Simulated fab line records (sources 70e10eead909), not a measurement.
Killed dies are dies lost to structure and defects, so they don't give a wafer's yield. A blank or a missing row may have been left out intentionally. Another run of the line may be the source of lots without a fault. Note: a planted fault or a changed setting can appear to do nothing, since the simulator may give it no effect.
Commonality check across tools ; flow nandHarc ; Lots sampled 7, wafers sampled 21

## WHY THIS WAS OPENED
At NHARC_END_SORT_01 the reading killedAtArray is flagged on 2 of 7 lots. No-fault wafers: 29, standard deviation 11.
Rule: a lot gets a flag if all its wafers with a number sit over 4 standard deviations from that mean, or if no wafer of it has a number. The other lots count as sound.

lot;measured;on;killedAtArray, wafer by wafer;flag
L603;day 21 14:29;prober-01;46 58 43;
L606;day 21 20:42;prober-01;28 27 36;
L607;day 22 06:48;prober-02;26 25 28;
L608;day 22 07:37;prober-01;45 45 35;
L605;day 22 16:13;prober-01;29 28 37;
L616;day 24 20:20;prober-01;115 98 125;FLAGGED
L617;day 25 03:21;prober-01;130 138 93;FLAGGED
The numbers of the flagged lots are 116 on average: +88 against the usual, or +8 standard deviations.

## LOT BY LOT: THE TOOL USED
The record holds 3 process steps before the reading, out of a route of 1159 steps. Read each cell as the tool, then ch plus the chambers that the sampled wafers visited, then the start.
lot;flag;NHARC_A_STAIRCASE_ALD_420;NHARC_THIN_TSV_ETCH_15;NHARC_THIN_TSV_PRE_CLEAN_50
L603;;aldHk-01 ch 0,1,2, day 14 11:35;rieSi-03 ch 1,2, day 20 20:26;pvdSputter-01, day 21 14:29 or earlier
L606;;aldHk-03 ch 0,1, day 15 03:05;rieSi-03 ch 0,1,2, day 21 05:17;pvdSputter-01, day 21 20:42 or earlier
L607;;aldHk-01 ch 0,1,3, day 15 08:35;rieSi-02 ch 0,2, day 21 16:50;pvdSputter-03, day 22 06:48 or earlier
L608;;aldHk-03 ch 2,3, day 15 08:35;rieSi-03 ch 1,2,3, day 21 17:54;pvdSputter-01, day 22 07:37 or earlier
L605;;aldHk-02 ch 1,2,3, day 15 20:52;rieSi-03 ch 0,2,3, day 22 01:11;pvdSputter-01, day 22 16:13 or earlier
L616;FLAGGED;aldHk-02 ch 0,2,3, day 18 01:21;rieSi-02 ch 0,2,3, day 24 03:46;pvdSputter-02, day 24 20:20 or earlier
L617;FLAGGED;aldHk-02 ch 0,1,3, day 17 16:49;rieSi-03 ch 0,1,3, day 24 08:46;pvdSputter-01, day 25 03:21 or earlier
What these steps do:
- NHARC_A_STAIRCASE_ALD_420: deposits SiO2, target thk 20 nm, pulse time 6 s, ald cycles 200.
- NHARC_THIN_TSV_ETCH_15: target depth 3000 nm, bosch target overetch cycles 2, bosch etch step 2.8 s.
- NHARC_THIN_TSV_PRE_CLEAN_50: time 30 s.
- NHARC_END_SORT_01

## FLAGGED OVER TOTAL, TOOL BY TOOL (the gauges that took the reading come last)
step;tool;lots run;flagged;share of the flagged lots;sound lots run after its first flagged lot
NHARC_A_STAIRCASE_ALD_420;aldHk-01;2;0;none;-
NHARC_A_STAIRCASE_ALD_420;aldHk-02;3;2;all;0
NHARC_A_STAIRCASE_ALD_420;aldHk-03;2;0;none;-
NHARC_THIN_TSV_ETCH_15;rieSi-02;2;1;some;0
NHARC_THIN_TSV_ETCH_15;rieSi-03;5;1;some;0
NHARC_THIN_TSV_PRE_CLEAN_50;pvdSputter-01;5;1;some;0
NHARC_THIN_TSV_PRE_CLEAN_50;pvdSputter-02;1;1;some;0
NHARC_THIN_TSV_PRE_CLEAN_50;pvdSputter-03;1;0;none;-
NHARC_END_SORT_01;prober-01;6;2;all;0
NHARC_END_SORT_01;prober-02;1;0;none;-
NHARC_THIN_TSV_PRE_CLEAN_50 gives no start for some lots, so the hours and the order of its lots are those of NHARC_END_SORT_01.

## WHAT THE TABLE ALLOWS
Every flagged lot went through 2 rows of the table: aldHk-02 at NHARC_A_STAIRCASE_ALD_420 and prober-01 at NHARC_END_SORT_01.
- aldHk-02 at NHARC_A_STAIRCASE_ALD_420 ran 3 lots, 2 of them flagged. Last sound lot L605 at day 15 20:52, first flagged lot L617 at day 17 16:49; a fault beginning in between fits.
- prober-01 at NHARC_END_SORT_01 ran 6 lots, 2 of them flagged. Last sound lot L605 at day 22 16:13, first flagged lot L616 at day 24 20:20; a fault beginning in between fits.
Because each of these 2 tools fits a fault that began at some hour, counting lots does not separate them. More lots, or a look at what each step does to the wafer, might.

## WHAT THE SIMULATOR PUT IN
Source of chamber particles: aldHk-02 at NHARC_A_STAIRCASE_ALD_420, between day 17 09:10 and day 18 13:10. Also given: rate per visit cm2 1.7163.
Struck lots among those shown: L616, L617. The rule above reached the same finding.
